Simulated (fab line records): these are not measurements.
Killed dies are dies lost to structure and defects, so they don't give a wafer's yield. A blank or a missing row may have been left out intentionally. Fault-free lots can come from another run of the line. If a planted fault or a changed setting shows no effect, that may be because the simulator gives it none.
Matching of chambers | flow n5-finfet | N5_PMOS_HMC_CHANNEL_EPI_CMP_21 on cmp-04 has 4 sister chambers
The step polishes SiGe30, target thk 54 nm. 18 wafers are shown with their chamber, then 9 later ones without.

WAFERS WITH THEIR CHAMBER
wafer  | chamber | motor-current-A (A)
L074.2 | 0       | 11.7
L074.3 | 3       | 14.2
L074.4 | 1       | 10.5
L078.1 | 0       | 11.3
L078.3 | 1       | 9.9
L078.5 | 2       | 11.9
L080.2 | 2       | 12.1
L080.4 | 0       | 11.2
L080.6 | 3       | 15.2
L081.2 | 1       | 10.0
L081.3 | 2       | 12.1
L081.5 | 0       | 11.1
L086.2 | 1       | 10.3
L086.3 | 3       | 14.3
L086.4 | 0       | 11.0
L088.3 | 0       | 10.5
L088.5 | 3       | 13.6
L088.6 | 2       | 12.7

SIGNATURES (averages over the wafers above)
reading         | chamber 0 | chamber 1 | chamber 2 | chamber 3 | scatter within a chamber
motor-current-A | 11.133    | 10.175    | 12.200    | 14.325    | 0.437
Rule: a wafer's distance from a chamber is the root of the sum, over the readings, of the square of ((its reading less the chamber's mean) divided by the reading's scatter). If the next closest chamber is less than 2 further off than the closest, the wafer can't be placed; otherwise it belongs to the closest. The scatter: take each reading less its chamber's mean, square it, sum over the shown wafers, divide by the number of wafers less the number of chambers, and take the root.

WAFERS WHOSE CHAMBER IS MISSING
wafer  | motor-current-A (A)
L092.1 | 14.2
L092.3 | 11.3
L092.6 | 11.4
L095.1 | 14.2
L095.2 | 10.2
L095.3 | 12.6
L095.4 | 11.1
L095.5 | 11.5
L095.6 | 14.2

WHICH CHAMBER EACH WENT THROUGH
wafer  | from the rows above     | in truth
L092.1 | 3                       | 3
L092.3 | can't be placed: 0 or 2 | 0
L092.6 | can't be placed: 0 or 2 | 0
L095.1 | 3                       | 3
L095.2 | 1                       | 1
L095.3 | 2                       | 2
L095.4 | 0                       | 0
L095.5 | can't be placed: 0 or 2 | 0
L095.6 | 3                       | 3
Placed correctly: 6 of 9. Can't be placed from these rows: 3 (the true chamber is among the candidates in 3). Placed wrongly: 0.
